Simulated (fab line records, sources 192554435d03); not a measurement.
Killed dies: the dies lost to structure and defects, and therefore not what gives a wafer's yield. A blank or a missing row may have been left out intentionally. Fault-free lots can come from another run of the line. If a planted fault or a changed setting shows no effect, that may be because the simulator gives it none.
Chamber matching ; flow n5Finfet ; N5_BEOL_M6_ILD_DEP_00 on pecvd-03 has 3 sister chambers
The step deposits SiCOH lowk from DEMS/porogen, target thk 179.75 nm, time 33.4 s. 20 wafers are shown with their chamber, then 10 later ones without.

WAFERS, EACH WITH ITS CHAMBER
wafer;chamber;throttleValvePct (%);showerheadPlenumPTorr (Torr);heaterPowerW (W)
L076.1;2;13.1;5.747;345
L076.4;2;13.0;5.759;348
L076.6;1;13.6;5.731;304
L075.2;2;13.0;5.758;367
L075.5;0;13.9;5.764;334
L075.6;1;13.5;5.744;315
L077.2;1;13.3;5.741;321
L077.3;2;13.3;5.756;375
L077.4;0;14.0;5.758;294
L078.3;1;13.7;5.724;264
L078.4;0;13.9;5.763;310
L078.6;2;13.2;5.757;391
L079.1;0;13.8;5.767;316
L079.4;0;14.1;5.753;315
L079.6;1;13.5;5.722;277
L084.1;1;13.6;5.740;311
L084.2;2;12.7;5.734;313
L084.5;2;12.6;5.740;322
L086.2;2;12.6;5.753;387
L086.4;2;12.4;5.740;387

SIGNATURES (means of the wafers above)
reading;chamber 0;chamber 1;chamber 2;scatter within a chamber
throttleValvePct;13.940;13.533;12.878;0.233
showerheadPlenumPTorr;5.76100;5.73367;5.74933;0.00861
heaterPowerW;313.80;298.67;359.44;24.4
Rule: distance of a wafer from a chamber = root of the sum over the readings of ((wafer's reading minus chamber's mean) / reading's scatter) squared. The wafer belongs to the nearest chamber; if the next one is less than 2 further off, it can't be placed. The scatter is the square root of a quotient: the sum, over the shown wafers, of each reading's squared deviation from its chamber's mean, divided by wafers minus chambers.

WAFERS WHOSE CHAMBER IS MISSING
wafer;throttleValvePct (%);showerheadPlenumPTorr (Torr);heaterPowerW (W)
L086.6;13.8;5.728;324
L091.3;12.4;5.749;366
L091.4;13.7;5.742;316
L091.6;12.7;5.739;373
L093.1;13.5;5.714;282
L093.4;13.6;5.717;286
L093.6;13.8;5.746;284
L092.2;12.8;5.761;334
L092.4;13.7;5.732;307
L092.6;12.5;5.752;352

CHAMBER TAKEN BY EACH
wafer;from the rows above;in truth
L086.6;1;1
L091.3;2;2
L091.4;can't be placed: 1 or 0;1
L091.6;2;2
L093.1;1;1
L093.4;1;1
L093.6;can't be placed: 1 or 0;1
L092.2;2;2
L092.4;1;1
L092.6;2;2
Correctly placed: 8 of 10. Unplaceable from these rows: 2, with the true chamber sitting among the candidates in 2. Wrongly placed: 0.
